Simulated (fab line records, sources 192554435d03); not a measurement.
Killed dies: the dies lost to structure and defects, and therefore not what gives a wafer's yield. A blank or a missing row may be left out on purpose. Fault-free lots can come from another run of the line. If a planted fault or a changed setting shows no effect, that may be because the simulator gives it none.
Which tool did it? | flow n5-finfet | 30 wafers sampled from 11 lots at 1 step of a route of 1938

== WHAT THE GAUGES READ, wafer by wafer ==
N5_BEOL_M5_OVL_MEAS_29.
lot  | measured     | on         | V4_OVL (nm)
L363 | day 8 04:28  | overlay-01 | 0.7 0.0 0.9
L366 | day 9 00:15  | overlay-02 | -0.6 -0.4 -0.5
L367 | day 9 06:02  | overlay-02 | -1.0 -0.8 -2.3
L368 | day 9 14:47  | overlay-02 | -1.0 -0.3 -0.1
L369 | day 9 17:08  | overlay-01 | -0.9 0.0 0.9
L370 | day 10 05:11 | overlay-02 | -0.4 -1.0 -0.8
L374 | day 11 06:41 | overlay-01 | -0.3 -0.2
L376 | day 11 20:07 | overlay-02 | 0.5 0.4 0.1
L378 | day 12 08:13 | overlay-01 | -0.3 -0.2
L380 | day 12 17:47 | overlay-01 | -1.0 0.0
L386 | day 14 03:55 | overlay-01 | 0.6 -1.0 -0.4

== TOOL THAT RAN EACH LOT (tool first, then ch and the chambers of the sampled wafers, then the start) ==
No process step before these readings appears in the record.

== WHAT THE TOOLS THEMSELVES READ (means of the sampled wafers that have a number; where no wafer has one, the mark that the record gives instead) ==
The record holds no such reading with a usual standard deviation.

== THE ANSWER, worked out from the rows above alone ==
Rule: the lots themselves supply what counts as usual. Put in order of their means at a reading, lots are off if they are a third of the lots or fewer, leave a main group of 4 or more, and stand apart from it by a gap of 3 or more times the standard deviation of the main group's means; of several such gaps the widest counts. If all means in a main group match to the digits the tables above print for the reading, that group is not used. Also off: a lot with no number at a reading for which 4 or more lots have one. Where the step has rows for the other lots, those lots are counted as sound. Order of review: gauges by route order, followed by the tools' own readings, for which a lot's mean as printed above is used. The first step at which some lot is off is used, and at that step the reading that is off furthest; a lot without a number counts as furthest.
No lot is off at any reading shown: from this, nothing can be told.

== WHAT THE SIMULATOR HAD PUT IN ==
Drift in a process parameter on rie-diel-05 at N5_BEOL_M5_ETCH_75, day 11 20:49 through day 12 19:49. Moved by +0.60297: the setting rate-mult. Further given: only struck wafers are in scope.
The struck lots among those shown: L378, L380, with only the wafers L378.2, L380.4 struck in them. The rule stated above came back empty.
